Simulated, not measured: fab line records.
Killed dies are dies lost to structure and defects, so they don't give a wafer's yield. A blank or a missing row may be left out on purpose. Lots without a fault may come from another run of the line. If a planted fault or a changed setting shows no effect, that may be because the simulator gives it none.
What tool caused it? | flow nand-harc | 7 lots, 21 wafers sampled, at 3 steps of a route of 1302

WHAT THE GAUGES SHOWED, per wafer
NHARC_A_ONON_D1_THK_MEAS_05: measures by ellipsometry.
lot  | measured     | on            | thk-nm (nm)
L613 | day 8 14:50  | film-metro-02 | 983 981 980
L615 | day 9 02:49  | film-metro-01 | 1005 1006 1006
L618 | day 10 19:37 | film-metro-01 | 989 986 987
L622 | day 12 12:23 | film-metro-02 | 455 457 457
L630 | day 15 12:41 | film-metro-02 | 1004 1008 1006
L632 | day 16 09:58 | film-metro-01 | 1009 1010 1008
L634 | day 17 10:29 | film-metro-01 | 992 992 993

TOOL THAT RAN EACH LOT (tool first, then ch and the chambers of the sampled wafers, then the start)
lot  | NHARC_P_BONDPAD_PVD_17                  | NHARC_A_ONON_D1_DEP_03
L613 | pvd-sputter-03, day 8 14:23 or earlier  | pecvd-onon-02 ch 0, day 8 14:23
L615 | pvd-sputter-01, day 9 02:18 or earlier  | pecvd-onon-04 ch 0, day 9 02:18
L618 | pvd-sputter-01, day 10 19:07 or earlier | pecvd-onon-04 ch 0, day 10 19:07
L622 | pvd-sputter-02, day 12 11:53 or earlier | pecvd-onon-04 ch 0, day 12 11:53
L630 | pvd-sputter-03, day 15 12:14 or earlier | pecvd-onon-03 ch 0, day 15 12:14
L632 | pvd-sputter-01, day 16 09:27 or earlier | pecvd-onon-03 ch 0, day 16 09:27
L634 | pvd-sputter-01, day 17 09:59 or earlier | pecvd-onon-02 ch 0, day 17 09:59
- NHARC_P_BONDPAD_PVD_17: deposits TaN, target thk 5 nm, time 8.06 s.
- NHARC_A_ONON_D1_DEP_03: target thk 1000 nm.

THE ANSWER, worked out from the rows above alone
Rule: the usual values come from the lots themselves. Put in order of their means at a reading, lots are off if they are a third of the lots or fewer, leave a main group of 4 or more, and stand apart from it by a gap of 3 or more times the standard deviation of the main group's means; of several such gaps the widest counts. A main group whose means are all the same, to the digits that the tables above print for the reading, isn't used. Also off: a lot with no number at a reading for which 4 or more lots have one. Any other lot the step has rows for is counted as sound.
Off at NHARC_A_ONON_D1_THK_MEAS_05 (thk-nm): L622. Mean 997 nm and standard deviation 10 in the main group.
A tool fits if, at a process step before that reading, it ran every lot that is off, and no sound lot after the first of them. The gauges at NHARC_A_ONON_D1_THK_MEAS_05 are tried like those tools. NHARC_P_BONDPAD_PVD_17: start missing for some lots; hours and lot order therefore follow NHARC_A_ONON_D1_DEP_03. 2 tools fit, pvd-sputter-02 at NHARC_P_BONDPAD_PVD_17 and pecvd-onon-04 at NHARC_A_ONON_D1_DEP_03, so this cannot tell which one it is.

WHAT THE SIMULATOR HAD PUT IN
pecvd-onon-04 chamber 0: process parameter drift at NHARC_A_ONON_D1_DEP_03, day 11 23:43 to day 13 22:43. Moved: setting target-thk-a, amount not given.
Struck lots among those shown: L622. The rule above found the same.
